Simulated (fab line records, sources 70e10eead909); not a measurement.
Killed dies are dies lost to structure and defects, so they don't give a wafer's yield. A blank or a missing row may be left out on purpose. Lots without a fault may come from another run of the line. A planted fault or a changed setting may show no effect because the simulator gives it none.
fab line records | flow nand_harc
record lots=6 wafers=16 last_day=33
route steps=1302 shown A_CONTACT@1006 END@1302
lots that met no fault: from a run of the same line without faults
start_h: hours from the record's first day to the start of the lot's first wafer shown | wait_h: hours since the lot's step before | " the same as in the row above | L1.1+2: a row that stands for several wafers | - no value, or no start given | * or withheld: withheld | < > ~ a bound
route shown NAME@n: a module of which the file shows steps, and the number in the route of the first | usual: mean/standard deviation of fault-free wafers | same: alike in all rows | chamber/n: place in a boat | sites: the reading at each site | _std_site: their standard deviation | _edge_site: outer sites' mean less inner sites' | radius_mm: how far each site lies from the wafer's centre | mask NAME#n: copy n | behind: the tool/chamber that last shaped the wafer | hold: why the lot was held/for how many hours/how that ended | device: the transistor (n, p or np) that didn't switch | end of line: the same wafers' tests at the end of the route | a step without rows: its recipe alone | killed: dies lost to structure and defects at the first sort, not the wafer's yield | map: a wafer's dies, x killed, . not, _ none there
set.NAME: the setting as run; set.NAME@STEP: as run at that earlier step | model.NAME: the simulator's own value behind a step, which no gauge read
lots at some steps of the route; a table a step, a row a wafer
services: from which hour (start_h, from the record's first day; less than 0 if before it) a tool's chamber was out of use, for how many hours, and why
## steps
# step NHARC_A_CONTACT_ETCH_112
# recipe source_w=withheld pressure_mtorr=20 bias_v=3000 time_s=190 target_depth_a=18500 ar_flow_sccm=withheld c4f8_flow_sccm=withheld o2_flow_sccm=withheld chemistry=C4F8/O2/Ar
# step NHARC_A_CONTACT_ETCH_113
# recipe source_w=withheld pressure_mtorr=20 bias_v=3000 time_s=190 target_depth_a=18500 ar_flow_sccm=withheld c4f8_flow_sccm=withheld o2_flow_sccm=withheld chemistry=C4F8/O2/Ar
# step NHARC_A_CONTACT_ETCH_114
# recipe source_w=withheld pressure_mtorr=20 bias_v=3000 time_s=190 target_depth_a=18500 ar_flow_sccm=withheld c4f8_flow_sccm=withheld o2_flow_sccm=withheld chemistry=C4F8/O2/Ar
# step NHARC_A_CONTACT_ETCH_115
# recipe source_w=withheld pressure_mtorr=20 bias_v=3000 time_s=190 target_depth_a=18500 ar_flow_sccm=withheld c4f8_flow_sccm=withheld o2_flow_sccm=withheld chemistry=C4F8/O2/Ar
# step NHARC_A_CONTACT_ETCH_116
# recipe source_w=withheld pressure_mtorr=20 bias_v=3000 time_s=190 target_depth_a=18500 ar_flow_sccm=withheld c4f8_flow_sccm=withheld o2_flow_sccm=withheld chemistry=C4F8/O2/Ar
# usual oes_air_line_au=1.004/0.02 run_length_s=190/0
# columns lot.wafer tool chamber start_h wait_h oes_air_line_au rf_hours_counter_h run_length_s
L329.1 har_cap_etch-02 0 540.54 0.1 1.015 90 190
L329.4 " 0 " " 0.996 - 190
L329.3 " 1 " " 1.010 - 190
L330.1 har_cap_etch-03 1 583.13 0.1 0.985 49 190
L334.3 har_cap_etch-01 1 584.38 0.1 1.006 - 190
L334.4 " 0 " " 1.024 - 190
L334.5 " 0 " " 1.016 - 190
L340.2 har_cap_etch-02 1 633.86 0.1 0.977 110 190
L340.6 " 1 " " 0.979 - 190
L340.5 " 0 " " 1.006 - 190
L342.1 har_cap_etch-02 1 646.09 0.1 1.014 113 190
L342.2 " 0 " " 0.971 113 190
L342.4 " 1 " " 1.014 - 190
L348.2 har_cap_etch-01 0 711.85 0.1 1.011 39 190
L348.4 " 0 " " 1.034 - 190
L348.5 " 1 " " 1.033 - 190
# step NHARC_A_CONTACT_ETCH_117
# recipe source_w=withheld pressure_mtorr=20 bias_v=3000 time_s=190 target_depth_a=18500 ar_flow_sccm=withheld c4f8_flow_sccm=withheld o2_flow_sccm=withheld chemistry=C4F8/O2/Ar
# usual oes_air_line_au=1.003/0.02 run_length_s=190/0
# columns lot.wafer tool chamber start_h wait_h oes_air_line_au rf_hours_counter_h run_length_s
L329.1 har_cap_etch-02 0 540.71 0.1 0.979 90 190
L329.4 " 0 " " 0.993 - 190
L329.3 " 1 " " 1.011 - 190
L330.1 har_cap_etch-03 1 583.30 0.1 1.002 49 190
L334.3 har_cap_etch-01 1 584.55 0.1 0.969 - 190
L334.4 " 0 " " 0.993 - 190
L334.5 " 0 " " 0.967 - 190
L340.2 har_cap_etch-02 1 634.03 0.1 1.015 110 190
L340.6 " 1 " " 1.001 - 190
L340.5 " 0 " " 0.995 - 190
L342.1 har_cap_etch-02 1 646.27 0.1 1.039 113 190
L342.2 " 0 " " 0.971 113 190
L342.4 " 1 " " 1.034 - 190
L348.2 har_cap_etch-01 0 712.02 0.1 1.009 39 190
L348.4 " 0 " " 0.969 - 190
L348.5 " 1 " " 0.982 - 190
# step NHARC_A_CONTACT_ETCH_118
# recipe source_w=withheld pressure_mtorr=20 bias_v=3000 time_s=190 target_depth_a=18500 ar_flow_sccm=withheld c4f8_flow_sccm=withheld o2_flow_sccm=withheld chemistry=C4F8/O2/Ar
# usual oes_air_line_au=1.001/0.02 run_length_s=190/0
# columns lot.wafer tool chamber start_h wait_h oes_air_line_au rf_hours_counter_h run_length_s
L329.1 har_cap_etch-02 0 540.88 0.1 0.955 91 190
L329.4 " 0 " " 0.971 - 190
L329.3 " 1 " " 0.973 - 190
L330.1 har_cap_etch-03 1 583.48 0.1 1.001 50 190
L334.3 har_cap_etch-01 1 584.72 0.1 1.027 - 190
L334.4 " 0 " " 0.988 - 190
L334.5 " 0 " " 0.996 - 190
L340.2 har_cap_etch-02 1 634.20 0.1 1.002 111 190
L340.6 " 1 " " 0.973 - 190
L340.5 " 0 " " 1.009 - 190
L342.1 har_cap_etch-02 1 646.44 0.1 1.016 113 190
L342.2 " 0 " " 1.047 113 190
L342.4 " 1 " " 1.016 - 190
L348.2 har_cap_etch-01 0 712.19 0.1 0.999 39 190
L348.4 " 0 " " 1.030 - 190
L348.5 " 1 " " 1.014 - 190
# step NHARC_A_CONTACT_ETCH_119
# recipe source_w=withheld pressure_mtorr=20 bias_v=3000 time_s=190 target_depth_a=18500 ar_flow_sccm=withheld c4f8_flow_sccm=withheld o2_flow_sccm=withheld chemistry=C4F8/O2/Ar
# step NHARC_A_CONTACT_ETCH_120
# recipe source_w=withheld pressure_mtorr=20 bias_v=3000 time_s=190 target_depth_a=18500 ar_flow_sccm=withheld c4f8_flow_sccm=withheld o2_flow_sccm=withheld chemistry=C4F8/O2/Ar
# step NHARC_A_CONTACT_ETCH_121
# recipe source_w=withheld pressure_mtorr=20 bias_v=3000 time_s=190 target_depth_a=18500 ar_flow_sccm=withheld c4f8_flow_sccm=withheld o2_flow_sccm=withheld chemistry=C4F8/O2/Ar
# step NHARC_A_CONTACT_ETCH_122
# recipe source_w=withheld pressure_mtorr=20 bias_v=3000 time_s=190 target_depth_a=18500 ar_flow_sccm=withheld c4f8_flow_sccm=withheld o2_flow_sccm=withheld chemistry=C4F8/O2/Ar
# usual oes_air_line_au=1.000/0.019 run_length_s=190/0
# columns lot.wafer tool chamber start_h wait_h oes_air_line_au rf_hours_counter_h run_length_s
L329.1 har_cap_etch-02 0 541.56 0.1 1.028 91 190
L329.4 " 0 " " 1.001 - 190
L329.3 " 1 " " 1.020 - 190
L330.1 har_cap_etch-03 1 584.16 0.1 0.983 50 190
L334.3 har_cap_etch-01 1 585.40 0.1 1.029 - 190
L334.4 " 0 " " 0.997 - 190
L334.5 " 0 " " 0.942 - 190
L340.2 har_cap_etch-02 1 634.89 0.1 1.002 111 190
L340.6 " 1 " " 0.995 - 190
L340.5 " 0 " " 0.982 - 190
L342.1 har_cap_etch-02 1 647.12 0.1 1.014 114 190
L342.2 " 0 " " 0.996 114 190
L342.4 " 1 " " 1.027 - 190
L348.2 har_cap_etch-01 0 712.87 0.1 1.031 40 190
L348.4 " 0 " " 1.042 - 190
L348.5 " 1 " " 1.008 - 190
# step NHARC_A_CONTACT_ETCH_123
# recipe source_w=withheld pressure_mtorr=20 bias_v=400 time_s=490 target_depth_a=21100 ar_flow_sccm=withheld c4f8_flow_sccm=11.5 o2_flow_sccm=7.2 chemistry=C4F8/O2/Ar
# usual oes_air_line_au=1.000/0.023 run_length_s=521.64/0.29
# columns lot.wafer tool chamber start_h wait_h oes_air_line_au rf_hours_counter_h run_length_s
L329.1 har_cap_etch-02 0 541.73 0.1 0.963 91 521.67
L329.4 " 0 " " 0.978 - 521.12
L329.3 " 1 " " 0.991 - 521.14
L330.1 har_cap_etch-03 1 584.33 0.1 0.984 50 521.75
L334.3 har_cap_etch-01 1 585.69 0.3 1.042 - 521.90
L334.4 " 0 " " 0.985 - 521.31
L334.5 " 0 " " 0.980 - 521.42
L340.2 har_cap_etch-02 1 635.06 0.1 1.051 111 521.10
L340.6 " 1 " " 0.987 - 520.98
L340.5 " 0 " " 1.004 - 521.34
L342.1 har_cap_etch-02 1 647.29 0.1 1.003 114 521.31
L342.2 " 0 " " 0.980 114 521.05
L342.4 " 1 " " 0.995 - 521.27
L348.2 har_cap_etch-01 0 713.04 0.1 1.031 40 521.68
L348.4 " 0 " " 0.963 - 521.56
L348.5 " 1 " " 0.984 - 521.72
# step NHARC_A_CONTACT_ETCH_90
# recipe target_depth_a=400 over_etch_frac=0.5 time_s=85.7 ion_energy_ev=120 ch3f_flow_sccm=50 o2_flow_sccm=30 ar_flow_sccm=200 rf_w=500 bias_w=100 chemistry=CH3F/O2
# usual drypump_motor_current_A=5.8/0.37 o2_flow_sccm=29.99/0.089 oes_product_au=0.934/0.028 rf_vpp_V=243.4/1.8 run_length_s=107.0/0.53 showerhead_plenum_p_Torr=2.40/0.13 throttle_valve_pct=20.662/0.0084
# columns lot.wafer tool chamber start_h wait_h drypump_motor_current_A o2_flow_sccm oes_product_au rf_hours_counter_h rf_vpp_V run_length_s showerhead_plenum_p_Torr throttle_valve_pct
L329.3 rie_diel-02 0 542.73 0.6 6.0 29.95 0.907 22 246.8 106.3 2.60 20.663
L329.1 " 1 " " 5.7 30.11 0.929 16 242.4 106.8 2.30 20.661
L329.4 " 2 " " 5.8 30.03 0.929 - 241.6 108.0 2.29 20.670
L330.1 rie_diel-02 1 585.31 0.9 5.7 29.89 0.931 20 243.1 75.0 2.30 20.681
L334.4 rie_diel-02 3 586.50 0.6 5.9 29.90 0.906 2 242.8 107.5 2.31 20.662
L334.3 " 1 " " 5.7 30.15 0.914 2 242.9 74.9 2.30 20.656
L334.5 " 3 " " 5.9 30.05 0.921 - 241.3 106.6 2.31 20.666
L340.2 rie_diel-06 0 636.08 0.9 5.7 30.09 0.929 46 243.9 107.9 2.51 20.662
L340.5 " 1 " " 6.8 30.06 0.906 - 247.0 106.8 2.60 20.649
L340.6 " 2 " " 5.3 30.05 0.911 - 246.4 107.1 2.62 20.666
L342.1 rie_diel-06 3 648.27 0.9 6.0 29.91 0.935 56 243.7 107.1 2.49 20.678
L342.4 " 0 " " 5.7 30.06 0.915 50 244.2 107.6 2.50 20.675
L342.2 " 1 " " 6.8 29.96 0.910 51 244.8 106.6 2.59 20.664
L348.4 rie_diel-02 1 714.02 0.7 5.7 30.12 1.003 25 242.9 106.8 2.29 20.658
L348.2 " 3 " " 5.9 29.99 0.972 22 240.0 107.1 2.30 20.670
L348.5 " 1 " " 5.7 30.16 1.009 - 242.7 107.0 2.29 20.665
# step NHARC_A_CONTACT_ETCH_96
# recipe target_depth_a=200 over_etch_frac=0.5 time_s=10 ion_energy_ev=250 c4f6_flow_sccm=25 o2_flow_sccm=20 ar_flow_sccm=500 rf_w=600 bias_w=500 chemistry=C4F6/O2
# step NHARC_END_SORT_01
# recipe temp_c=25
# usual killed_at_array=47/18 killed_at_other=0.9/1.1 killed_at_periphery=4/3.1 killed_dies=52/18 killed_open=3.1/1.5 killed_short=2.4/1.5
# same gross_dies=677
# columns lot.wafer tool chamber start_h wait_h killed_at_array killed_at_other killed_at_periphery killed_dies killed_open killed_short
L329.1 prober-02 0 611.94 2.5 22 0 6 28 6 2
L329.3 prober-02 0 613.53 3.1 25 0 5 30 5 5
L329.4 prober-02 0 614.32 3.4 20 0 2 22 1 2
L334.3 prober-02 0 654.77 3.1 31 1 4 36 5 3
L334.4 prober-02 0 655.57 3.4 24 0 3 27 2 1
L334.5 prober-02 0 656.36 3.7 36 1 2 39 2 1
L330.1 prober-02 0 655.86 2.5 31 1 12 44 6 2
L340.2 prober-02 0 712.39 2.8 72 0 11 83 2 5
L340.5 prober-02 0 714.78 3.7 73 1 13 87 4 1
L340.6 prober-02 0 715.58 4.0 45 0 11 56 5 1
L342.1 prober-02 0 719.40 2.5 53 0 2 55 2 1
L342.2 prober-02 0 720.21 2.8 75 0 0 75 1 5
L342.4 prober-02 0 721.81 3.4 69 0 0 69 1 2
L348.2 prober-02 0 782.73 2.8 50 0 1 51 3 4
L348.4 prober-02 0 784.32 3.4 35 0 6 41 4 2
L348.5 prober-02 0 785.11 3.7 56 1 0 57 4 5
# killed by level:class
L329.1 A_CHANNEL_HOLE_D2:chamber_film_flake=7 A_CONTACT:chamber_film_flake=6 A_CHANNEL_FILL_D1:geometric_particle:open=2 P_GATE:chamber_film_flake=2 A_CHANNEL_HOLE_D1:chamber_film_flake=2 P_CONTACT:geometric_particle:short=1 P_M1:geometric_particle:open=1 A_CHANNEL_HOLE_D1:geometric_particle:short=1
L329.3 A_CHANNEL_HOLE_D2:chamber_film_flake=8 A_WL_FILL:chamber_film_flake=3 A_CHANNEL_FILL_D1:geometric_particle:open=2 P_ZERO_WELL:chamber_film_flake=2 P_M0:geometric_particle:open=1 A_SOURCE_PLATE:geometric_particle:short=1 A_CHANNEL_FILL_D1:geometric_particle:short=1 A_DECK1_JOINT:geometric_particle:short=1
L329.4 A_CHANNEL_HOLE_D2:chamber_film_flake=8 A_CONTACT:chamber_film_flake=5 A_CHANNEL_HOLE_D1:chamber_film_flake=2 A_DECK1_JOINT:geometric_particle:open=1 A_M0:geometric_particle:short=1 A_M1:geometric_particle:short=1 P_STI:chamber_film_flake=1 P_GATE:chamber_film_flake=1
L334.3 A_CHANNEL_HOLE_D2:chamber_film_flake=11 A_BLC:chamber_film_flake=5 A_M0:geometric_particle:open=2 P_ZERO_WELL:chamber_film_flake=2 P_CONTACT:chamber_film_flake=2 A_CHANNEL_HOLE_D1:chamber_film_flake=2 A_CONTACT:chamber_film_flake=2 A_ONON_D1:geometric_particle:short=1
L334.4 A_CHANNEL_HOLE_D1:chamber_film_flake=5 A_CHANNEL_HOLE_D2:chamber_film_flake=5 A_CONTACT:chamber_film_flake=5 A_STAIRCASE:chamber_film_flake=3 P_ZERO_WELL:chamber_film_flake=2 A_WL_FILL:chamber_film_flake=2 P_CONTACT:geometric_particle:open=1 A_ONON_D1:geometric_particle:open=1
L330.1 A_CHANNEL_HOLE_D2:chamber_film_flake=14 P_GATE:chamber_film_flake=8 A_CONTACT:chamber_film_flake=3 A_SLIT:chamber_film_flake=3 A_WL_FILL:chamber_film_flake=3 A_DECK1_JOINT:geometric_particle:open=2 A_M0:geometric_particle:open=2 P_STI:chamber_film_flake=2
L334.5 A_CHANNEL_HOLE_D2:chamber_film_flake=11 A_BLC:chamber_film_flake=8 A_CHANNEL_HOLE_D1:chamber_film_flake=6 A_CONTACT:chamber_film_flake=4 A_SLIT:chamber_film_flake=3 P_M0:geometric_particle:open=1 A_WL_FILL:geometric_particle:short=1 A_CONTACT:geometric_particle:open=1
L340.2 A_CHANNEL_HOLE_D1:chamber_film_flake=37 A_CHANNEL_HOLE_D2:chamber_film_flake=15 A_CONTACT:chamber_film_flake=10 P_CONTACT:chamber_film_flake=7 A_SLIT:chamber_film_flake=3 A_DECK1_JOINT:geometric_particle:short=2 P_GATE:geometric_particle:open=1 P_BONDPAD:geometric_particle:short=1
L340.5 A_CHANNEL_HOLE_D1:chamber_film_flake=33 A_CHANNEL_HOLE_D2:chamber_film_flake=16 A_CONTACT:chamber_film_flake=8 P_CONTACT:chamber_film_flake=7 A_STAIRCASE:chamber_film_flake=6 A_SLIT:chamber_film_flake=5 P_GATE:chamber_film_flake=3 P_CONTACT:geometric_particle:open=1
L340.6 A_CHANNEL_HOLE_D1:chamber_film_flake=14 A_CHANNEL_HOLE_D2:chamber_film_flake=14 A_CONTACT:chamber_film_flake=8 P_CONTACT:chamber_film_flake=4 P_ZERO_WELL:chamber_film_flake=3 P_M2:chamber_film_flake=3 A_M0:geometric_particle:open=2 A_ONON_D1:geometric_particle:open=1
L342.1 A_SLIT:chamber_film_flake=24 A_CHANNEL_HOLE_D1:chamber_film_flake=14 A_CONTACT:chamber_film_flake=5 A_DECK1_JOINT:chamber_film_flake=3 A_STAIRCASE:chamber_film_flake=3 P_M0:geometric_particle:open=1 A_CHANNEL_HOLE_D1:geometric_particle:open=1 A_CHANNEL_FILL_D2:geometric_particle:short=1
L342.2 A_CHANNEL_HOLE_D1:chamber_film_flake=36 A_SLIT:chamber_film_flake=22 A_CONTACT:chamber_film_flake=6 A_STAIRCASE:chamber_film_flake=2 A_WL_FILL:chamber_film_flake=2 A_ONON_D1:geometric_particle:short=1 A_CHANNEL_FILL_D1:geometric_particle:short=1 A_DECK1_JOINT:geometric_particle:short=1
L342.4 A_CHANNEL_HOLE_D1:chamber_film_flake=34 A_SLIT:chamber_film_flake=27 A_CONTACT:chamber_film_flake=2 A_ONON_D2:geometric_particle:open=1 A_CHANNEL_FILL_D2:geometric_particle:short=1 A_WL_FILL:geometric_particle:short=1 A_CHANNEL_FILL_D2:chamber_film_flake=1 A_STAIRCASE:chamber_film_flake=1
L348.2 A_SLIT:chamber_film_flake=22 A_CHANNEL_HOLE_D2:chamber_film_flake=16 A_CONTACT:chamber_film_flake=2 A_BONDPAD:chamber_film_flake=2 P_CONTACT:geometric_particle:open=1 A_ONON_D2:geometric_particle:short=1 A_CHANNEL_FILL_D2:geometric_particle:short=1 A_BLC:geometric_particle:short=1
L348.4 A_SLIT:chamber_film_flake=14 A_CHANNEL_HOLE_D2:chamber_film_flake=12 A_CONTACT:chamber_film_flake=3 P_M2:geometric_particle:short=2 A_CHANNEL_FILL_D1:chamber_film_flake=2 P_M0:geometric_particle:open=1 P_M2:geometric_particle:open=1 A_ONON_D1:geometric_particle:open=1
L348.5 A_CHANNEL_HOLE_D2:chamber_film_flake=22 A_SLIT:chamber_film_flake=20 A_DECK1_JOINT:geometric_particle:short=2 A_BLC:geometric_particle:open=2 A_CONTACT:chamber_film_flake=2 A_ONON_D2:geometric_particle:short=1 A_CHANNEL_FILL_D2:geometric_particle:short=1 A_SGD_CUT:geometric_particle:open=1
## services
# columns tool chamber start_h hours kind
rie_diel-02 0 525.81 - clean
rie_diel-02 1 525.81 - clean
rie_diel-02 2 525.81 - clean
rie_diel-02 3 525.81 - clean
rie_diel-02 3 533.19 15.8 repair
rie_diel-02 0 550.63 - clean
rie_diel-02 1 550.63 - clean
rie_diel-02 2 550.63 - clean
rie_diel-02 3 550.63 - clean
rie_diel-02 - 571.27 9.0 pm
rie_diel-02 0 571.27 9.0 vent_cycle
rie_diel-02 1 571.27 9.0 vent_cycle
rie_diel-02 2 571.27 9.0 vent_cycle
rie_diel-02 3 571.27 9.0 vent_cycle
har_cap_etch-02 - 575.92 1.2 repair
rie_diel-02 0 580.27 - clean
rie_diel-02 1 580.27 - clean
rie_diel-02 2 580.27 - clean
rie_diel-02 3 580.27 - clean
har_cap_etch-02 - 592.77 0.2 repair
rie_diel-02 0 604.77 - clean
rie_diel-02 1 604.77 - clean
rie_diel-02 3 610.42 14.1 repair
rie_diel-06 - 661.47 9.0 pm
## key
first_sign step=NHARC_A_CONTACT_ETCH_90 reading=run_length_s direction=down sigmas=61 usual=* struck=*
effect none on later readings
met_at NHARC_A_CONTACT_ETCH_90
struck_wafers L330.1,L334.3
tester_left_out L330,L334
onset_between 542.73 585.31
fault kind=process_parameter_drift tool=rie_diel-02 chamber=1 onset_h=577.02 steps=NHARC_A_CONTACT_ETCH_90 channel=time_s offset=* shape=step end_h=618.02 acts_in=* stated=*
# tester_left_out: of these lots the tester's yield and bins aren't shown, on N5 and GAA mostly nor the transistor test; their killed dies are dies lost to structure and defects alone, not to doping, threshold or leakage, so they don't give the yield
